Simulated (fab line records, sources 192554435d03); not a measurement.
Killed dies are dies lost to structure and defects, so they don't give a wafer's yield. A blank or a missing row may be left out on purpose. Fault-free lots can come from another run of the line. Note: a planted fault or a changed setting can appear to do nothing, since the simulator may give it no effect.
Chamber matching | flow n5 finfet | cmp-04 running N5_BEOL_M14_CMP_49: 4 sister chambers
The step polishes, stops on SiO2, t overpolish 5.2 s, target thk 560 nm. 8 wafers are shown with their chamber, then 10 later ones without.

== WAFERS, EACH WITH ITS CHAMBER ==
wafer  | chamber | time to endpoint s (s) | barrier field endpoint s (s)
L080.3 | 1       | 125                    | 11.8
L082.1 | 2       | 122                    | 11.7
L082.4 | 0       | 123                    | 11.9
L083.2 | 3       | 112                    | 11.0
L083.3 | 0       | 125                    | 11.8
L083.6 | 1       | 121                    | 11.2
L086.3 | 2       | 118                    | 11.3
L086.4 | 3       | 113                    | 10.9

== WAFERS WITH NO CHAMBER GIVEN ==
wafer  | time to endpoint s (s) | barrier field endpoint s (s)
L086.5 | 127                    | 11.5
L087.3 | 126                    | 11.3
L087.4 | 118                    | 11.2
L087.5 | 115                    | 11.1
L089.2 | 113                    | 11.0
L089.5 | 116                    | 11.0
L089.6 | 112                    | 10.7
L094.2 | 124                    | 11.5
L094.3 | 121                    | 11.4
L094.4 | 117                    | 11.3

== EACH ONE'S CHAMBER ==
wafer  | from the rows above          | in truth
L086.5 | can't be placed: 1 or 0 or 2 | 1
L087.3 | can't be placed: 1 or 0 or 2 | 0
L087.4 | can't be placed: 2 or 1 or 3 | 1
L087.5 | can't be placed: 3 or 2      | 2
L089.2 | 3                            | 3
L089.5 | can't be placed: 3 or 2      | 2
L089.6 | 3                            | 3
L094.2 | can't be placed: 1 or 0 or 2 | 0
L094.3 | can't be placed: 2 or 1 or 0 | 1
L094.4 | can't be placed: 2 or 3 or 1 | 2
Correctly placed: 2 of 10. Can't be placed from these rows: 8 (the true chamber is among the candidates in 8). 0 placed wrongly.
How it was worked out, from the rows above alone: a wafer's distance from a chamber is the root of the sum, over the readings, of the square of ((its reading less the chamber's mean) divided by the reading's scatter). If the next closest chamber is less than 2 further off than the closest, the wafer can't be placed; otherwise it belongs to the closest. A chamber's mean is the mean of its shown wafers. How the scatter is found: for the shown wafers, subtract from each reading the mean of its chamber, square and add these, divide the total by (wafers less chambers), then take the root.
